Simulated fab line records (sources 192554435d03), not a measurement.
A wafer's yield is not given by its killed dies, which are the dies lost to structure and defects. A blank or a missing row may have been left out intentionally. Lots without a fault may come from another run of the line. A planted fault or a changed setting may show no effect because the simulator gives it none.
Split-lot experiment + flow n5Finfet + 21 wafers read from 7 lots, route of 1938 steps

== ON THE SPLIT ==
At N5_BEOL_M0_ETCH_109 (etches SiCN in CH3F/O2, target depth 8 nm, overetch 2.4 nm, time 27.4 s), the setting biasW was moved away from the recipe's 75 W on 7 of the 21 wafers read, by -5.9% to +14.4%. The other wafers ran this setting at the recipe's value.

The split's own step is where the reading is taken.

== THE READING ==
rfVppV, in V, at N5_BEOL_M0_ETCH_109 (etches SiCN in CH3F/O2, target depth 8 nm, overetch 2.4 nm, time 27.4 s). Typical for fault-free wafers on this fab line: 297.2 V, with standard deviation 1.6 V.

| wafer  | tool, chamber at the split | biasW as run, W | against the recipe | rfVppV, V | against lot-mates on the recipe |
|--------|----------------------------|-----------------|--------------------|-----------|---------------------------------|
| L076.1 | rieDiel-05, 0              | 75              | recipe             | 299.4     | -                               |
| L076.2 | rieDiel-05, 1              | 70.6            | -5.9%              | 286.4     | -13.0                           |
| L076.5 | rieDiel-05, 1              | 70.6            | -5.9%              | 286.0     | -13.4                           |
| L080.1 | rieDiel-06, 3              | 82.51           | +10.0%             | 316.1     | +19.8                           |
| L080.3 | rieDiel-06, 2              | 75              | recipe             | 296.6     | -                               |
| L080.6 | rieDiel-06, 2              | 75              | recipe             | 296.0     | -                               |
| L089.3 | rieDiel-03, 3              | 75              | recipe             | 298.3     | -                               |
| L089.4 | rieDiel-03, 2              | 85.78           | +14.4%             | 320.8     | +22.5                           |
| L089.5 | rieDiel-03, 2              | 85.78           | +14.4%             | 320.6     | +22.3                           |
| L091.2 | rieDiel-06, 3              | 75              | recipe             | 298.8     | -                               |
| L091.4 | rieDiel-06, 1              | 75              | recipe             | 298.7     | -                               |
| L091.6 | rieDiel-06, 3              | 75              | recipe             | 297.8     | -                               |
| L094.1 | rieDiel-05, 1              | 75              | recipe             | 295.9     | -                               |
| L094.2 | rieDiel-05, 0              | 75              | recipe             | 299.2     | -                               |
| L094.5 | rieDiel-05, 0              | 75              | recipe             | 299.5     | -                               |
| L095.2 | rieDiel-05, 1              | 75              | recipe             | 297.8     | -                               |
| L095.3 | rieDiel-05, 0              | 75              | recipe             | 297.9     | -                               |
| L095.6 | rieDiel-05, 2              | 75              | recipe             | 297.3     | -                               |
| L096.2 | rieDiel-06, 0              | 79.79           | +6.4%              | 307.1     | +9.0                            |
| L096.4 | rieDiel-06, 3              | 75              | recipe             | 298.1     | -                               |
| L096.6 | rieDiel-06, 0              | 79.79           | +6.4%              | 307.0     | +8.9                            |

THE FIT
A straight line over all 21 wafers: rfVppV changes by +1.66 V for each +1% of biasW; r = +0.99; the points scatter about the line by 1.3 V.
The same after taking each lot's own level away (the mean of its wafers on the recipe; 21 wafers): +1.71 V for each +1%; r = +0.99; scatter 1.6 V.
Per that fit: largest biasW move, reading shift of 25 V.
From 296.30 to 299.40 V: that is the span of the lots' own levels, equal to 1.9 times the standard deviation above.
So the lot-to-lot level changes the slope little: the two slopes agree.
Check: with one of the wafers moved furthest among these (+14.4%) left out of the fit, the line predicts +24.7 V for it against its lot-mates. Against them it came out at +22.5 V.
Tool readings at the split's step, against how far the setting was moved: rfVppV r = +0.99.

== THE OTHER SPLITS THESE WAFERS WENT THROUGH ==
Note: prior to the reading, these wafers also went through further splits. Each is held against what the fit with the lots' levels taken away leaves over:
| other split on the same wafers           | wafers away from the commonest value | r with rfVppV (lot level and that fit taken away) |
|------------------------------------------|--------------------------------------|---------------------------------------------------|
| N5_MOL_CONTACT_COAG_ETCH_124 sourceW     | 10                                   | -0.34                                             |
| N5_MOL_CONTACT_COAG_CVD_140 targetThkA   | 6                                    | -0.23                                             |
| N5_BEOL_M0_SAQP_MANDREL_ETCH_20 icpW     | 7                                    | +0.05                                             |
| N5_BEOL_M0_SAQP_SPACER1_ALD_98 aldCycles | 7                                    | +0.10                                             |

== THE FILE'S OWN FIT ==
rfVppV changes by +1.71 V for each +1% of biasW, r = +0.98.
